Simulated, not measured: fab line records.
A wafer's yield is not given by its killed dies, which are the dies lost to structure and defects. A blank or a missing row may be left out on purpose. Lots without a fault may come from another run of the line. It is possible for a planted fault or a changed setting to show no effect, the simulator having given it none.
Matching of chambers	flow nand_harc	NHARC_A_CONTACT_ETCH_102 on rie_diel-06: 4 sister chambers
The step etches the open film in CF4/O2, target depth 100 nm, overetch 10 nm, time 55 s. 4 wafers are shown with their chamber, then 9 later ones without.

EACH WAFER AND ITS CHAMBER
wafer	chamber	showerhead_plenum_p_Torr (Torr)
L122.1	1	1.30
L133.3	3	1.31
L133.4	2	1.28
L133.6	0	1.27

WAFERS WITHOUT THEIR CHAMBER
wafer	showerhead_plenum_p_Torr (Torr)
L132.2	1.27
L132.4	1.31
L132.5	1.27
L135.1	1.28
L135.2	1.31
L135.5	1.27
L136.3	1.31
L136.4	1.27
L136.5	1.26

WHICH CHAMBER EACH ONE RAN IN
wafer	from the rows above	in truth
L132.2	0	0
L132.4	3	3
L132.5	0	0
L135.1	2	2
L135.2	3	3
L135.5	0	0
L136.3	3	3
L136.4	0	0
L136.5	0	0
9 of 9 placed correctly. Number that these rows cannot place: 0. Number placed wrongly: 0.
How it was worked out, from the rows above alone: a wafer's distance from a chamber is the root of the sum, over the readings, of the square of ((its reading less the chamber's mean) divided by the reading's scatter). The wafer belongs to the nearest chamber; if the next one is less than 2 further off, it can't be placed. For every chamber, the mean is computed from those of its wafers that are shown. The scatter: root of mean squared gap, hidden wafer to nearest shown wafer, with one shown wafer a chamber.
